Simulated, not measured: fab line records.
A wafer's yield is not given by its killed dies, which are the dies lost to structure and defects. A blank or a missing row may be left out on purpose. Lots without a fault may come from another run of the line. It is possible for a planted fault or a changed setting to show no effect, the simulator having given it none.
A struck lot beside a sound one || flow n5Finfet || 40 out of 1938 route steps
Sound: the wafers L477.3, L477.4, L477.6. The struck wafers were L486.1, L486.3, L486.4. At the end, the cause is stated.
For every step that has rows: the tool of each side, followed by ch and its chambers, followed by its first start. Under that, the readings that differ: sound wafers || struck wafers || difference of the means || sigmas: that difference in standard deviations of wafers without a fault.
alike: words and numbers the same on both sides, and readings whose means are apart by under 2 such deviations; not compared: readings that were withheld, readings missing a value for some wafer, numbers with overlapping values and no deviation given by the record, and bounds like >300 which may hide the same value.
A row with sigmas, a row that says differs or no value, or rows on one side alone: a step with any of these is where the two part. Numbers that have no deviation but don't overlap get no sigmas and don't part them. Lack of a reading on every wafer of one side parts them only where that side has two or more wafers.

first, 10 steps without rows for these wafers: N5_HKMG_FIN_ETCH_86 (etches SOC in N2/H2, stops on TiN, target depth 393.2 nm); N5_HKMG_FIN_STRIP_89 (strips SOC in N2/H2, time 20 s); N5_HKMG_FIN_WET_ETCH_87 (etches TiN in SC1, time 154.2 s, target depth 4.7 nm, rinse time 30 s); N5_HKMG_FIN_STRIP_88 (strips in N2/H2, time 360 s); N5_HKMG_FIN_NWFM_ALD_20 (deposits TiAlC, target thk 2 nm, pulse time 3 s, purge time 2 s); N5_HKMG_FIN_ALD_71 (deposits TiN, target thk 1 nm, pulse time 1 s, purge time 3 s); N5_HKMG_FIN_COAT_66 (time 60 s, resist thk 300 nm); N5_HKMG_FIN_ETCH_67 (etches SOC in N2/H2, stops on TiN, target depth 388.9 nm); N5_HKMG_FIN_STRIP_90 (strips SOC in N2/H2, time 20 s); N5_HKMG_FIN_WET_ETCH_73 (etches the open film in SC1, time 42.3 s, target depth 1.3 nm, rinse time 30 s).
N5_HKMG_FIN_ETCHBACK_68: etches the open film in Cl2/Ar, stops on HfO2, target depth 0.5 nm.
  sound on rieMetal-03 ch 0,1, day 4 09:22; struck on rieMetal-03 ch 0,1, day 6 14:51
  alike: drypumpMotorCurrentA, heBacksideLeakSccm, mfcArSccm, oesProductAu, throttleValvePct
  not compared: rfHoursCounterH
then, 1 step without rows for these wafers: N5_HKMG_FIN_STRIP_69 (strips in N2/H2, time 360 s).
N5_HKMG_FIN_ALD_21: deposits TiN, target thk 1.5 nm, pulse time 1 s, purge time 3 s.
  sound on aldMetal-03 ch 0,3, day 4 09:51; struck on aldMetal-03 ch 0,2,3, day 6 15:22
  alike: heaterPowerW, precursorPulseHeightRel
N5_HKMG_FIN_ALD_72: deposits W, target thk 2 nm, pulse time 1 s, purge time 2 s.
  sound on cvdW-02 ch 0,1, day 4 10:14; struck on cvdW-01 ch 0,1, day 6 15:44
  alike: heaterPowerW, precursorPulseHeightRel
then, 6 steps without rows for these wafers: N5_HKMG_FIN_W_FILL_22 (material W, target thk 60 nm, time 18.2 s); N5_HKMG_FIN_PRECLEAN_83 (cleans in DIW, time 57.5 s); N5_HKMG_FIN_SRD_84 (dry time 32 s); N5_HKMG_FIN_CMP_23 (polishes, stops on SiNx, t overpolish 10 s, target thk 46.326 nm); N5_HKMG_FIN_CMP_94 (polishes, stops on SiNx, t overpolish 4.7 s, target thk 43.299 nm); N5_GATE_CUT_ETCHBACK_00 (etches W in SF6/Cl2).
N5_GATE_CUT_ETCH_56: etches TiN in Cl2/Ar, target depth 21.6 nm.
  sound on rieMetal-03 ch 0,1, day 4 11:16; struck on rieMetal-01 ch 0,1, day 6 16:46
  alike: drypumpMotorCurrentA, heBacksideLeakSccm, mfcArSccm, oesProductAu, throttleValvePct
  not compared: rfHoursCounterH
then, 1 step without rows for these wafers: N5_GATE_CUT_ETCHBACK_30 (etches TiN in Cl2/Ar, target depth 3 nm).
N5_GATE_CUT_VAPOR_ETCH_60: etches HfO2 in BCl3/Cl2.
  sound on rieMetal-03 ch 0,1, day 4 11:22; struck on rieMetal-01 ch 0,1, day 6 16:53
  alike: drypumpMotorCurrentA, heBacksideLeakSccm, oesProductAu
then, 7 steps without rows for these wafers: N5_GATE_CUT_ETCH_58 (etches SiNx in CH3F/O2, target depth 17 nm, time 128.6 s); N5_GATE_CUT_STRIP_59 (strips in N2/H2, time 20 s); N5_GATE_CUT_PRECLEAN_31 (cleans in DIW, time 300 s); N5_GATE_CUT_SRD_32 (time 30 s); N5_GATE_CUT_SAC_CAP_01 (material SiNx, target thk 24 nm, pulse time 1 s, ald cycles 480); N5_GATE_CUT_PECVD_57 (deposits SiNx from SiH4/NH3/N2, target thk 21 nm); N5_GATE_CUT_CMP_02 (polishes, stops on SiO2, t overpolish 12.7 s, target thk 0 nm).
N5_GATE_CUT_HM_DEP_46: deposits SiO2 from TEOS/O2, target thk 130 nm, time 26.6 s.
  sound on pecvd-03 ch 0,2, day 4 14:52; struck on pecvd-03 ch 1,2, day 6 20:07
  alike: heaterPowerW, showerheadPlenumPTorr, throttleValvePct
then, 8 steps without rows for these wafers: N5_GATE_CUT_COAT_34 (time 60 s, resist thk 60 nm); N5_GATE_CUT_COAT_35 (time 60 s, resist thk 10 nm); N5_GATE_CUT_COAT_27 (time 60 s, resist thk 10 nm); N5_GATE_CUT_COAT_07 (resist thk 30 nm); N5_GATE_CUT_EBR_09; N5_GATE_CUT_SOFTBAKE_08 (time 60 s); N5_GATE_CUT_EXPOSE_10 (exposes mask GATE CUT, target cd 20 nm); N5_GATE_CUT_PEB_11 (peb time 60 s).
-- record jumps: 8 days separate the struck wafers' starts on either side; left off in module GATE_CUT, taken up again in module PASSIVATION, whose first shown step is the route's number 1936 --
N5_PASSIVATION_PROBE_49:
  sound on prober-02 at day 12 00:53; struck on prober-01 at day 15 07:52
{"reading": "defectLimitedYield (%)", "sound": "92.4 92.1 90.1", "struck": "81.5 84.7 84.3", "difference": -8.0, "sigmas": -5}
{"reading": "killedAtFrontEnd", "sound": "42 31 56", "struck": "144 108 127", "difference": "+83", "sigmas": "+7"}
{"reading": "killedDies", "sound": "90 93 117", "struck": "218 181 185", "difference": "+95", "sigmas": "+5"}
{"reading": "sort_bin_5_function (%)", "sound": "4.5 4.6 5.9", "struck": "12.1 9.5 9.5", "difference": "+5.4", "sigmas": "+5"}
{"reading": "sortNPass", "sound": "1090 1087 1063", "struck": "962 999 995", "difference": -95, "sigmas": -5}
{"reading": "sortYieldPct (%)", "sound": "92.4 92.1 90.1", "struck": "81.5 84.7 84.3", "difference": -8.0, "sigmas": -5}
  alike: killed_at_M0_to_M3, killed_at_M4_up, killedAtContacts, killedAtOther, killedOpen, killedShort, sort_bin_6_memory

== WHERE THEY PART ==
Only at N5_PASSIVATION_PROBE_49, within this record.

WHY: the cause the simulator had injected
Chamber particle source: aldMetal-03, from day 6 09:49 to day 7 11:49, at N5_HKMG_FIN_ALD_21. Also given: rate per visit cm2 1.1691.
